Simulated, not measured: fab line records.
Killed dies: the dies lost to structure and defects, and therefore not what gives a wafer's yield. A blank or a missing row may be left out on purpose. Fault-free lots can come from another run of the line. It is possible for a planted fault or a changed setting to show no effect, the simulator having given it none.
Chamber matching || flow nandHarc || 3 sister chambers for NHARC_A_STAIRCASE_DEP_301 on pecvd-03
The step deposits SiON, target thk 30 nm. 6 wafers are shown with their chamber, then 7 later ones without.

WAFERS WITH THEIR CHAMBER
{"wafer": "L855.2", "chamber": 1, "showerheadVppV (V)": 1095, "rfFwdPowerW (W)": 347.9}
{"wafer": "L858.2", "chamber": 2, "showerheadVppV (V)": 1192, "rfFwdPowerW (W)": 348.8}
{"wafer": "L858.5", "chamber": 0, "showerheadVppV (V)": 1102, "rfFwdPowerW (W)": 346.7}
{"wafer": "L858.6", "chamber": 2, "showerheadVppV (V)": 1200, "rfFwdPowerW (W)": 348.2}
{"wafer": "L859.4", "chamber": 0, "showerheadVppV (V)": 1084, "rfFwdPowerW (W)": 348.4}
{"wafer": "L859.5", "chamber": 1, "showerheadVppV (V)": 1116, "rfFwdPowerW (W)": 348.3}

WAFERS WITH NO CHAMBER GIVEN
{"wafer": "L859.6", "showerheadVppV (V)": 1182, "rfFwdPowerW (W)": 344.9}
{"wafer": "L860.1", "showerheadVppV (V)": 1101, "rfFwdPowerW (W)": 350.3}
{"wafer": "L860.2", "showerheadVppV (V)": 1095, "rfFwdPowerW (W)": 348.2}
{"wafer": "L860.5", "showerheadVppV (V)": 1062, "rfFwdPowerW (W)": 348.0}
{"wafer": "L862.1", "showerheadVppV (V)": 1202, "rfFwdPowerW (W)": 348.4}
{"wafer": "L862.4", "showerheadVppV (V)": 1076, "rfFwdPowerW (W)": 347.0}
{"wafer": "L862.6", "showerheadVppV (V)": 1107, "rfFwdPowerW (W)": 351.2}

EACH ONE'S CHAMBER
{"wafer": "L859.6", "from the rows above": 2, "in truth": 2}
{"wafer": "L860.1", "from the rows above": "can't be placed: 1 or 0", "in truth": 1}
{"wafer": "L860.2", "from the rows above": "can't be placed: 0 or 1", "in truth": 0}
{"wafer": "L860.5", "from the rows above": "can't be placed: 0 or 1", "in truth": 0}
{"wafer": "L862.1", "from the rows above": 2, "in truth": 2}
{"wafer": "L862.4", "from the rows above": "can't be placed: 0 or 1", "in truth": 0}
{"wafer": "L862.6", "from the rows above": "can't be placed: 1 or 0", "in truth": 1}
2 of 7 placed correctly. These rows do not allow placing 5 (true chamber among the candidates in 5). Wrongly placed: 0.
How it was worked out, from the rows above alone: a wafer's distance from a chamber is the root of the sum, over the readings, of the square of ((its reading less the chamber's mean) divided by the reading's scatter). If the next closest chamber is less than 2 further off than the closest, the wafer can't be placed; otherwise it belongs to the closest. The mean given for a chamber averages the wafers shown for that chamber. How the scatter is found: for the shown wafers, subtract from each reading the mean of its chamber, square and add these, divide the total by (wafers less chambers), then take the root.
